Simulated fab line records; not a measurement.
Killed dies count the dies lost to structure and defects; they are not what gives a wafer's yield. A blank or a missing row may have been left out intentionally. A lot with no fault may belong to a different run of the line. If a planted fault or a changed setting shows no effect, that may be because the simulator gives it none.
Which tool did it? | flow nandHarc | 12 lots with 35 wafers sampled at 5 steps, on a route of 1159 steps

WHAT THE GAUGES READ, wafer by wafer
NHARC_A_ZERO_WELL_CD_MEAS_10 targets a cd of 2000 nm. Usual: 1998.6 nm for cdNm, sd 1.6.
lot  | measured     | on       | cdNm (nm)            | flag
L720 | day 6 07:32  | cdSem-02 | 1996.8 1996.3 1997.4 | 
L723 | day 7 08:26  | cdSem-02 | 2002.0 2000.9 1998.2 | 
L722 | day 7 08:40  | cdSem-02 | 1995.9 1997.0 1998.0 | 
L724 | day 7 11:29  | cdSem-03 | 1998.7 2000.6 1999.0 | 
L721 | day 7 11:58  | cdSem-03 | 2000.4 1999.3 1999.1 | 
L725 | day 8 03:24  | cdSem-02 | 1998.0 1996.7 1998.5 | 
L726 | day 8 05:22  | cdSem-01 | 1997.7 1998.1        | 
L730 | day 9 19:07  | cdSem-01 | 2000.6 2000.6 1999.3 | 
L736 | day 10 14:01 | cdSem-02 | 2000.1 1999.1 1998.6 | 
L738 | day 11 02:15 | cdSem-01 | 1997.2 1998.3 1997.1 | 
L742 | day 11 19:10 | cdSem-03 | 2000.8 1997.1 1999.5 | 
L743 | day 12 21:38 | cdSem-03 | 2000.9 1998.8 1995.8 | 

NHARC_A_ONON_D1_THK_MEAS_11: measures by ellipsometry. Usual: 1001 nm for thkNm, sd 9.1.
lot  | measured     | on           | thkNm (nm)     | flag
L720 | day 7 07:45  | filmMetro-02 | 990 991 991    | 
L723 | day 8 08:41  | filmMetro-02 | 999 998 997    | 
L722 | day 8 08:38  | filmMetro-01 | 1013 1011 1012 | 
L724 | day 8 08:38  | filmMetro-02 | 997 996 994    | 
L721 | day 8 12:25  | filmMetro-02 | 995 997 998    | 
L725 | day 9 04:28  | filmMetro-02 | 997 998 997    | 
L726 | day 9 04:40  | filmMetro-01 | 1672 998       | OFF
L730 | day 10 17:10 | filmMetro-02 | 1675 998 1675  | OFF
L736 | day 11 16:24 | filmMetro-01 | 1007 1006 1007 | 
L738 | day 12 01:55 | filmMetro-01 | 1006 1004 1004 | 
L742 | day 12 19:13 | filmMetro-02 | 1004 1006 1007 | 
L743 | day 13 22:53 | filmMetro-02 | 994 992 995    | 

NHARC_END_SORT_01. Usual: killedAtArray 29, standard deviation 9.4; killedAtOther 0.7, standard deviation 1.3; killedAtPeriphery 2.9, standard deviation 2.1; killedDies 32, standard deviation 9; killedOpen 3.3, standard deviation 1.8; killedShort 1.9, standard deviation 1.4.
lot  | measured     | on        | killedAtArray | killedAtOther | killedAtPeriphery | killedDies | killedOpen | killedShort | flag
L720 | day 20 15:32 | prober-02 | 31 27 30      | 0 0 0         | 1 1 1             | 32 28 31   | 1 3 0      | 5 0 1       | 
L723 | day 21 09:22 | prober-02 | 16 21 27      | 0 0 0         | 2 0 2             | 18 21 29   | 2 3 5      | 1 1 1       | 
L722 | day 20 09:17 | prober-01 | 27 34 26      | 0 2 1         | 4 5 2             | 31 41 29   | 2 6 7      | 3 1 0       | 
L726 | day 21 23:13 | prober-02 | 670 14        | 1 3           | 6 7               | 677 24     | 4 3        | 5 1         | OFF
L730 | day 21 23:14 | prober-01 | 668 29 670    | 0 1 0         | 9 9 7             | 677 39 677 | 4 0 3      | 3 3 0       | OFF
L742 | day 24 11:40 | prober-01 | 14 23 19      | 1 0 1         | 0 7 7             | 15 30 27   | 2 3 6      | 3 5 4       | 
L743 | day 25 03:25 | prober-02 | 37 38 42      | 0 0 0         | 1 2 1             | 38 40 43   | 6 1 7      | 1 1 0       | 

WHAT TOOL EACH LOT RAN ON (gives the tool, then ch and the chambers of the sampled wafers, and finally the start)
lot  | NHARC_A_ONON_D1_DEP_09          | NHARC_A_ONON_D1_DEP_33
L720 | pecvdOnon-04 ch 0, day 7 07:15  | pecvd-03 ch 0,1, day 7 21:31
L723 | pecvdOnon-04 ch 0, day 8 08:21  | pecvd-03 ch 0,1,2, day 8 22:45
L722 | pecvdOnon-01 ch 0, day 8 08:15  | pecvd-04 ch 1,2, day 8 22:31
L724 | pecvdOnon-02 ch 0, day 8 08:08  | pecvd-02 ch 0,1,2, day 8 22:53
L721 | pecvdOnon-02 ch 0, day 8 11:58  | pecvd-02 ch 0,1, day 8 22:36
L725 | pecvdOnon-04 ch 0, day 9 04:00  | pecvd-03 ch 0,1,2, day 9 14:43
L726 | pecvdOnon-02 ch 0, day 9 04:10  | pecvd-02 ch 0,2, day 9 14:28
L730 | pecvdOnon-02 ch 0, day 10 16:39 | pecvd-04 ch 0,1,2, day 11 04:35
L736 | pecvdOnon-01 ch 0, day 11 15:54 | pecvd-04 ch 0,1,2, day 12 02:13
L738 | pecvdOnon-04 ch 0, day 12 01:25 | pecvd-03 ch 1,2, day 12 12:59
L742 | pecvdOnon-01 ch 0, day 12 18:42 | pecvd-04 ch 0,1,2, day 13 06:28
L743 | pecvdOnon-02 ch 0, day 13 22:22 | pecvd-03 ch 0,1,2, day 14 08:53
- NHARC_A_ONON_D1_DEP_09: target thk 1000 nm.
- NHARC_A_ONON_D1_DEP_33: deposits SiO2, target thk 200 nm.

AS READ BY THE TOOLS THEMSELVES (means over the sampled wafers that have a number; for cases with no such wafer, the mark the record gives instead)
NHARC_A_ONON_D1_DEP_33. Usual: heaterPowerW 530 W, standard deviation 83; throttleValvePct 16.0 %, standard deviation 0.52.
lot  | tool     | heaterPowerW (W) | throttleValvePct (%) | flag
L720 | pecvd-03 | 450              | 15.9                 | 
L723 | pecvd-03 | 516              | 16.2                 | 
L722 | pecvd-04 | 538              | 15.8                 | 
L724 | pecvd-02 | 566              | 15.9                 | 
L721 | pecvd-02 | 563              | 16.6                 | 
L725 | pecvd-03 | 525              | 16.0                 | 
L726 | pecvd-02 | 624              | 15.8                 | 
L730 | pecvd-04 | 529              | 15.5                 | 
L736 | pecvd-04 | 500              | 15.7                 | 
L738 | pecvd-03 | 563              | 16.2                 | 
L742 | pecvd-04 | 515              | 15.7                 | 
L743 | pecvd-03 | 449              | 15.9                 | 

THE ANSWER, worked out from the rows above alone
Rule: lot off if the mean of its wafers having a number is beyond 3 standard deviations from the usual mean. A lot without any number at a reading at which 4 lots or more have one is off too. The other lots that the step has rows for count as sound. Order of review: gauges by route order, followed by the tools' own readings, for which a lot's mean as printed above is used. At the first step where some lot is off, the reading lying furthest off is the one used; lots without a number count as furthest.
Off at NHARC_A_ONON_D1_THK_MEAS_11 (thkNm): L726, L730.
A tool fits if, at a process step before that reading, it ran every lot that is off, and no sound lot after the first of them. The gauges at NHARC_A_ONON_D1_THK_MEAS_11 aren't tried: what is off there is off at NHARC_END_SORT_01 too, on other tools, and a gauge's error can't cause that. None of those tried fits.

WHAT THE SIMULATOR PUT IN
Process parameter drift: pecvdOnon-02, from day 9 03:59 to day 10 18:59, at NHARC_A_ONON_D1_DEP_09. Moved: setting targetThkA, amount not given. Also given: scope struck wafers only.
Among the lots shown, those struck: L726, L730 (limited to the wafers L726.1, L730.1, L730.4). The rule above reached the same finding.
